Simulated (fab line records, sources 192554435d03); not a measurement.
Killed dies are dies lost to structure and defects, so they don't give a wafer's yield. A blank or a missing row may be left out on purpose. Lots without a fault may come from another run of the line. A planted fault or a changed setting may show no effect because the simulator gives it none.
A struck lot beside a sound one | flow n5_finfet | 15 steps out of a route of 1938
Sound: wafers L803.2, L803.3, L803.5. Struck: wafers L801.4, L801.5, L801.6. The cause comes at the end.
At each step with rows: each side's tool, then ch and its chambers, then its first start. Under that, the readings that differ: sound wafers | struck wafers | difference of the means | sigmas: that difference in standard deviations of wafers without a fault.
alike: readings whose means differ by less than 2 such deviations, and words and numbers that are the same on both sides. not compared: withheld readings, readings that some wafer has no value for, bounds like >300 that may hide the same value, and numbers for which the record gives no deviation and whose values overlap.
The two part at a step that has a row with sigmas, a row that says differs or no value, or rows on one side only. Numbers that don't overlap but have no deviation are shown without sigmas and don't part them. A reading that every wafer of one side lacks parts them only if that side has two wafers or more.

first, 8 steps without rows for these wafers: N5_SD_EPI_N_COAT_32 (time 60 s, resist thk 350 nm); N5_SD_EPI_N_COAT_33 (time 60 s, resist thk 35 nm); N5_SD_EPI_N_COAT_03 (resist thk 150 nm); N5_SD_EPI_N_EBR_05; N5_SD_EPI_N_SOFTBAKE_04 (time 60 s); N5_SD_EPI_N_EXPOSE_06 (exposes mask SD N BLK, target cd 120 nm); N5_SD_EPI_N_PEB_07 (peb time 60 s); N5_SD_EPI_N_DEVELOP_08 (develop time 30 s).
N5_SD_EPI_N_CD_MEAS_09: target cd 120 nm.
  sound on cd_sem-02 ch 0, day 6 13:10; struck on cd_sem-02 ch 0, day 6 04:55
  alike: cd_nm
N5_SD_EPI_N_OVL_MEAS_10:
  sound on overlay-01 ch 0, day 6 13:12; struck on overlay-02 ch 0, day 6 04:57
  alike: SD_N_BLK_OVL
N5_SD_EPI_N_INSPECT_11: inspects for defects (macro).
  sound on defect_inspect-02, day 6 13:13; struck on defect_inspect-02, day 6 04:59
  alike: raw_defect_count
N5_SD_EPI_N_DESCUM_14: chemistry O2, time 7.9 s.
  sound on rie_diel-06 ch 1,3, day 6 13:19; struck on rie_diel-05 ch 0,1,3, day 6 05:04
  alike: drypump_motor_current_A, oes_product_au, rf_vpp_V, showerhead_plenum_p_Torr, throttle_valve_pct
  not compared: rf_hours_counter_h
N5_SD_EPI_N_ETCH_34: etches SiARC in CF4, target depth 45.5 nm, time 75.8 s.
  sound on rie_diel-06 ch 1,3, day 6 13:22; struck on rie_diel-05 ch 0,1,3, day 6 05:07
  reading               | sound          | struck           | difference | sigmas
  etch_rf_on_time_s (s) | 74.1 76.6 73.9 | 104.5 101.9 99.9 | +27.2      | +23
  alike: drypump_motor_current_A, oes_product_au, rf_vpp_V, showerhead_plenum_p_Torr, throttle_valve_pct
  not compared: rf_hours_counter_h
N5_SD_EPI_N_ETCH_35: etches SOC in N2/H2, overetch 108 nm, time 486 s.
  sound on rie_diel-06 ch 1,3, day 6 13:25; struck on rie_diel-05 ch 0,1,3, day 6 05:18
  alike: drypump_motor_current_A, oes_product_au, rf_vpp_V, showerhead_plenum_p_Torr, throttle_valve_pct
  not compared: rf_hours_counter_h
-- the record jumps here: 5 days lie between the struck wafers' starts before and after (it left off in module SD_EPI_N and takes up again in module BEOL_M4, whose first step shown is number 1111 of the route) --
N5_BEOL_M4_RC_MEAS_101:
  sound on prober-01 ch 0, day 11 12:13; struck on prober-02 ch 0, day 11 05:56
  alike: DIBL_N, DIBL_P, IOFF_N, IOFF_P, ION_N, ION_P, SS_N, SS_P, VT_N, VT_P

WHERE THEY PART
Only at N5_SD_EPI_N_ETCH_34, within this record. Later steps at which nothing parts them and some readings are alike: N5_SD_EPI_N_ETCH_35, N5_BEOL_M4_RC_MEAS_101.

WHY: what the simulator had put in
Process parameter drift: rie_diel-05, from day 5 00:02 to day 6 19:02, at N5_SD_EPI_N_ETCH_34. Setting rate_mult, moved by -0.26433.
